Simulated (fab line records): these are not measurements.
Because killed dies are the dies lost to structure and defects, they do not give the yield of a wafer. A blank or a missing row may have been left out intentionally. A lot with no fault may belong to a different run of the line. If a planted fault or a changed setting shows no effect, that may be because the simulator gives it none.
The tool behind it: which one? -- flow nand_harc -- at 1 step of a route of 1159, 12 lots with 36 wafers sampled

WHAT THE GAUGES SHOWED, per wafer
NHARC_P_START_INSPECT_01.
lot,measured,on,raw_defect_count
L075,day 1 18:02,defect_inspect-02,1 5 0
L077,day 2 06:02,defect_inspect-02,3 0 0
L079,day 2 18:02,defect_inspect-01,2 4 2
L081,day 3 06:02,defect_inspect-02,3 5 5
L083,day 3 18:02,defect_inspect-01,1 1 3
L085,day 4 06:02,defect_inspect-01,0 5 5
L087,day 4 18:02,defect_inspect-02,0 4 4
L089,day 5 06:02,defect_inspect-02,5 5 3
L091,day 5 18:02,defect_inspect-02,3 3 3
L093,day 6 06:02,defect_inspect-01,2 5 3
L095,day 6 18:02,defect_inspect-01,4 1 6
L097,day 7 06:02,defect_inspect-02,6 5 3

WHAT TOOL EACH LOT RAN ON (gives the tool, then ch and the chambers of the sampled wafers, and finally the start)
The record holds no process step before these readings.

THE ANSWER, worked out from the rows above alone
Rule: usual is defined by the lots themselves. The widest of any qualifying gaps counts: lots, ordered by their means at a reading, are off when they make up no more than a third of the lots, leave a main group of 4 or more, and stand apart from it by 3 or more times the standard deviation of that group's means. A main group whose means are all the same, to the digits that the tables above print for the reading, isn't used. A lot without any number at a reading at which 4 lots or more have one is off too. Any other lot the step has rows for is counted as sound.
Nothing can be told from this: no lot is off at any reading shown.

WHAT HAD BEEN PUT IN BY THE SIMULATOR
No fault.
